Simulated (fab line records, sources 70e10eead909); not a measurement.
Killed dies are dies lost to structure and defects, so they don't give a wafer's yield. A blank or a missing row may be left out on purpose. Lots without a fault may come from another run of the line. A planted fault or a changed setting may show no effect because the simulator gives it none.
fab line records | flow nand_harc
record lots=13 wafers=39 last_day=33
route steps=1302 shown P_ZERO_WELL@26 P_STI@96
lots that met no fault: from a run of the same line without faults
start_h: hours from the record's first day to the start of the lot's first wafer shown | wait_h: hours since the lot's step before | " the same as in the row above | L1.1+2: a row that stands for several wafers | - no value, or no start given | * or withheld: withheld | < > ~ a bound
route shown NAME@n: a module of which the file shows steps, and the number in the route of the first | usual: mean/standard deviation of fault-free wafers | same: alike in all rows | chamber/n: place in a boat | sites: the reading at each site | _std_site: their standard deviation | _edge_site: outer sites' mean less inner sites' | radius_mm: how far each site lies from the wafer's centre | mask NAME#n: copy n | behind: the tool/chamber that last shaped the wafer | hold: why the lot was held/for how many hours/how that ended | device: the transistor (n, p or np) that didn't switch | end of line: the same wafers' tests at the end of the route | a step without rows: its recipe alone | killed: dies lost to structure and defects at the first sort, not the wafer's yield | map: a wafer's dies, x killed, . not, _ none there
set.NAME: the setting as run; set.NAME@STEP: as run at that earlier step | model.NAME: the simulator's own value behind a step, which no gauge read
steps of the route over a sample of lots; a table a step, a row a wafer
services: from which hour (start_h, from the record's first day; less than 0 if before it) a tool's chamber was out of use, for how many hours, and why
## steps
# step NHARC_P_ZERO_WELL_EXPOSE_21
# recipe na=0.6 target_cd_nm=720 dose_mj=22.31 mask_id=P_NWELL
# columns lot.wafer tool chamber start_h wait_h mask
L264.2+4+6 krf_scanner-01 0 22.44 - P_NWELL#0
L265.1+5+6 krf_scanner-02 0 32.43 - P_NWELL#0
L266.1+2+3 krf_scanner-01 0 42.69 - P_NWELL#0
L270.1+2+4 krf_scanner-02 0 82.47 - P_HVPW#0
L277.1+2+3 krf_scanner-01 0 152.45 - P_NWELL#0
L279.3+4+6 krf_scanner-02 0 172.52 - P_NWELL#0
L280.2+3+6 krf_scanner-01 0 182.43 - P_NWELL#0
L281.1+4+5 krf_scanner-02 0 192.68 - P_NWELL#0
L282.2+3+4 krf_scanner-02 0 202.33 - P_NWELL#0
L283.2+4+6 krf_scanner-02 0 212.30 - P_NWELL#0
L284.1+5+6 krf_scanner-04 0 222.44 - P_NWELL#0
L286.1+5+6 krf_scanner-04 0 242.55 - P_NWELL#0
L287.2+4+6 krf_scanner-02 0 252.44 - P_NWELL#0
# step NHARC_P_ZERO_WELL_CD_MEAS_24
# recipe target_cd_nm=720 landing_energy_ev=500
# usual cd_nm=719.9/1.1
# columns lot.wafer tool chamber start_h wait_h cd_nm
L264.2 cd_sem-02 0 22.59 - 718.2
L264.4 " 0 " " 720.1
L264.6 " 0 " " 719.8
L265.1 cd_sem-01 0 32.58 - 720.1
L265.5 " 0 " " 720.7
L265.6 " 0 " " 720.8
L266.1 cd_sem-03 0 42.84 - 719.2
L266.2 " 0 " " 720.6
L266.3 " 0 " " 719.6
L270.1 cd_sem-01 0 82.63 - -
L270.2 " 0 " " -
L270.4 " 0 " " -
L277.1 cd_sem-01 0 152.60 - 719.8
L277.2 " 0 " " 717.8
L277.3 " 0 " " 718.3
L279.3 cd_sem-03 0 172.67 - 721.3
L279.4 " 0 " " 722.0
L279.6 " 0 " " 720.4
L280.2 cd_sem-01 0 182.58 - 719.7
L280.3 " 0 " " 719.2
L280.6 " 0 " " 718.8
L281.1 cd_sem-02 0 192.84 - 720.5
L281.4 " 0 " " 717.5
L281.5 " 0 " " 719.0
L282.2 cd_sem-03 0 202.49 - 718.9
L282.3 " 0 " " 718.3
L282.4 " 0 " " 719.1
L283.2 cd_sem-02 0 212.45 - 719.6
L283.4 " 0 " " 719.5
L283.6 " 0 " " 718.5
L284.1 cd_sem-03 0 222.60 - 721.1
L284.5 " 0 " " 720.6
L284.6 " 0 " " 720.1
L286.1 cd_sem-01 0 242.71 - 720.6
L286.5 " 0 " " 722.0
L286.6 " 0 " " 719.7
L287.2 cd_sem-03 0 252.60 - 719.1
L287.4 " 0 " " 719.5
L287.6 " 0 " " 719.5
# step NHARC_P_ZERO_WELL_RTA_42
# recipe temp_c=1100 time_s=300
# usual lamp_power_pct=39.4/2.1 wafer_temp_C_max=1105.5/1
# columns lot.wafer tool chamber start_h wait_h lamp_power_pct wafer_temp_C_max
L264.2 rtp_anneal-01 0 27.00 - 36.5 1105.2
L264.4 " 0 " " 36.4 1104.8
L264.6 " 0 " " 36.5 1104.8
L265.1 rtp_anneal-01 0 36.97 - 36.5 1106.0
L265.5 " 0 " " 36.5 1104.9
L265.6 " 0 " " 36.5 1105.2
L266.1 rtp_anneal-01 0 47.27 - 36.4 1105.2
L266.2 " 0 " " 36.5 1105.7
L266.3 " 0 " " 36.4 1105.7
L270.1 rtp_anneal-02 0 86.83 - 40.9 1104.9
L270.2 " 0 " " 40.8 1106.7
L270.4 " 0 " " 40.8 1106.1
L277.1 rtp_anneal-02 0 156.90 - 40.8 1104.4
L277.2 " 0 " " 40.8 1104.9
L277.3 " 0 " " 40.7 1107.6
L279.3 rtp_anneal-02 0 177.30 - 40.9 1105.9
L279.4 " 0 " " 40.8 1106.3
L279.6 " 0 " " 40.8 1105.7
L280.2 rtp_anneal-02 0 186.96 - 40.8 1104.8
L280.3 " 0 " " 40.8 1108.8
L280.6 " 0 " " 40.9 1105.7
L281.1 rtp_anneal-02 0 197.49 - 40.9 1106.7
L281.4 " 0 " " 40.8 1105.8
L281.5 " 0 " " 40.9 1105.9
L282.2 rtp_anneal-01 0 206.97 - 36.5 1104.6
L282.3 " 0 " " 36.5 1104.9
L282.4 " 0 " " 36.5 1104.7
L283.2 rtp_anneal-01 0 216.93 - 36.5 1104.4
L283.4 " 0 " " 36.5 1103.6
L283.6 " 0 " " 36.5 1103.5
L284.1 rtp_anneal-02 0 226.89 - 40.8 1108.5
L284.5 " 0 " " 40.8 1107.9
L284.6 " 0 " " 40.7 1106.6
L286.1 rtp_anneal-01 0 247.06 - 36.4 1104.5
L286.5 " 0 " " 36.4 1106.6
L286.6 " 0 " " 36.4 1104.0
L287.2 rtp_anneal-02 0 256.99 - 40.9 1106.4
L287.4 " 0 " " 40.8 1104.7
L287.6 " 0 " " 40.9 1104.6
# step NHARC_P_STI_OCD_MEAS_43
# usual trench_depth_nm=300.1/2.8 trench_foot_cd_nm=157.9/1.6
# columns lot.wafer tool chamber start_h wait_h trench_depth_nm trench_foot_cd_nm
L264.2 ocd-01 - 51.81 - 300.3 158.7
L264.4 " - " " 301.2 155.6
L264.6 " - " " 299.0 157.6
L265.1 ocd-02 - 58.42 - 304.9 154.2
L265.5 " - " " 296.9 155.1
L265.6 " - " " 299.0 157.9
L266.1 ocd-02 - 65.17 - 301.7 158.9
L266.2 " - " " 299.8 160.7
L266.3 " - " " 300.5 158.7
L277.1 ocd-01 - 176.07 - 303.6 157.5
L277.2 " - " " 297.9 158.7
L277.3 " - " " 303.5 158.1
L279.3 ocd-02 - 194.16 - 294.2 162.1
L279.4 " - " " 297.8 159.3
L279.6 " - " " 300.3 158.5
L280.2 ocd-02 - 204.83 - 303.4 158.0
L280.3 " - " " 300.2 160.9
L280.6 " - " " 302.4 159.0
L281.1 ocd-01 - 215.76 - 298.2 158.4
L281.4 " - " " 300.5 156.6
L281.5 " - " " 300.2 158.0
L282.2 ocd-02 - 223.22 - 299.9 159.1
L282.3 " - " " 300.9 158.4
L282.4 " - " " 300.8 159.4
L283.2 ocd-02 - 234.82 - 296.4 155.6
L283.4 " - " " 304.5 156.0
L283.6 " - " " 302.6 154.8
L284.1 ocd-02 - 246.35 - 301.9 158.5
L284.5 " - " " 299.9 160.4
L284.6 " - " " 303.6 158.6
L286.1 ocd-02 - 267.24 - 295.6 156.6
L286.5 " - " " 296.6 155.9
L286.6 " - " " 297.4 156.1
L287.2 ocd-01 - 277.30 - 298.4 155.3
L287.4 " - " " 298.2 155.7
L287.6 " - " " 299.5 158.1
# step NHARC_P_STI_CMP_21
# recipe t_overpolish_s=20 target_thk_nm=380.67
# usual motor_current_A=11.9/1 overpolish_run_s=20.000/0.0091 retaining_ring_pressure_frac=1.001/0.005
# columns lot.wafer tool chamber start_h wait_h motor_current_A overpolish_run_s retaining_ring_pressure_frac
L264.2 cmp-02 0 68.17 0.4 12.6 20.015 1.001
L264.4 " 3 " " 12.4 20.005 1.002
L264.6 " 0 " " 12.3 20.017 0.999
L265.1 cmp-03 2 75.92 0.4 11.1 20.004 0.993
L265.6 " 3 " " 13.4 20.008 1.004
L265.5 " 0 " " 12.6 20.001 0.988
L266.3 cmp-02 3 82.75 0.4 11.7 19.998 1.001
L266.2 " 1 " " 11.8 20.013 1.014
L266.1 " 2 " " 10.1 20.001 0.996
L277.1 cmp-02 2 193.80 0.4 9.6 20.014 0.997
L277.3 " 0 " " 11.7 20.011 1.010
L277.2 " 1 " " 11.7 20.000 1.004
L279.3 cmp-03 2 209.87 0.4 11.1 19.999 1.006
L279.4 " 0 " " 13.3 19.988 1.001
L279.6 " 2 " " 10.0 20.012 1.008
L280.3 cmp-01 0 221.72 0.4 12.2 20.002 0.991
L280.2 " 1 " " 11.2 19.998 1.001
L280.6 " 2 " " 12.1 20.002 0.999
L281.4 cmp-01 1 234.93 0.4 11.4 20.005 1.002
L281.1 " 3 " " 11.6 19.997 1.001
L281.5 " 1 " " 11.7 20.001 0.999
L282.2 cmp-02 2 240.06 0.4 10.1 19.999 0.999
L282.4 " 3 " " 12.1 19.996 0.995
L282.3 " 1 " " 12.0 19.994 0.999
L283.2 cmp-03 0 251.70 0.4 13.9 19.985 0.995
L283.4 " 2 " " 10.8 20.009 1.009
L283.6 " 3 " " 12.8 19.997 1.000
L284.1 cmp-03 2 264.81 0.4 10.5 19.996 0.990
L284.5 " 2 " " 10.6 20.006 0.992
L284.6 " 3 " " 12.8 19.985 0.999
L286.1 cmp-03 1 284.37 0.4 11.2 20.012 0.994
L286.6 " 0 " " 12.7 20.005 1.003
L286.5 " 1 " " 10.7 20.017 0.998
L287.4 cmp-03 1 296.43 0.4 11.4 19.993 0.998
L287.2 " 2 " " 11.2 20.001 0.996
L287.6 " 0 " " 13.4 19.998 1.000
## services
# columns tool chamber start_h hours kind
cmp-03 - 8.10 1.7 repair
rtp_anneal-02 - 12.03 12.0 pm
krf_scanner-01 - 18.02 3.6 repair
cmp-02 - 18.85 1.1 repair
krf_scanner-01 - 31.17 5.7 repair
cmp-03 - 36.44 1.3 repair
cmp-02 - 36.50 4.0 pm
krf_scanner-02 - 54.80 1.7 repair
cmp-03 - 64.12 4.0 pm
cmp-03 - 83.04 0.7 repair
krf_scanner-02 - 94.07 4.0 pm
cmp-03 - 94.63 0.6 repair
krf_scanner-02 - 106.38 1.6 repair
cmp-02 - 134.50 4.0 pm
cmp-03 - 139.15 3.7 repair
krf_scanner-01 - 140.00 4.0 pm
cmp-03 - 162.16 4.0 pm
krf_scanner-01 - 180.96 0.2 repair
cmp-02 - 188.64 0.6 repair
cmp-03 - 211.56 1.1 repair
krf_scanner-01 - 218.27 0.2 repair
cmp-03 - 260.16 4.0 pm
krf_scanner-02 - 261.26 16.5 repair
krf_scanner-02 - 277.79 4.0 pm
## key
first_sign step=NHARC_P_ZERO_WELL_EXPOSE_21 reading=mask direction=changed
effect step=NHARC_P_ZERO_WELL_CD_MEAS_24 reading=cd_nm direction=missing
met_at NHARC_P_ZERO_WELL_EXPOSE_21
struck_lots L270
later_rows_left_out L270.1,L270.2,L270.4
sort_left_out L270.1,L270.2,L270.4
tester_left_out L270
not_acting_at NHARC_P_ZERO_WELL_RTA_42,NHARC_P_STI_OCD_MEAS_43,NHARC_P_STI_CMP_21
onset_between 32.43 82.47
fault kind=wrong_mask tool=any chamber=- onset_h=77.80 steps=NHARC_P_ZERO_WELL_EXPOSE_21 aux_copy=P_HVPW#0 scope=struck_lots_only
# tester_left_out: of these lots the tester's yield and bins aren't shown, on N5 and GAA mostly nor the transistor test; their killed dies are dies lost to structure and defects alone, not to doping, threshold or leakage, so they don't give the yield
# sort_left_out: the simulated sort isn't trusted on such a fault, so these wafers' sort isn't shown, and their yield isn't known
# later_rows_left_out: the simulator's readings of these wafers behind a module that went badly wrong aren't trusted and aren't shown, but for the sort
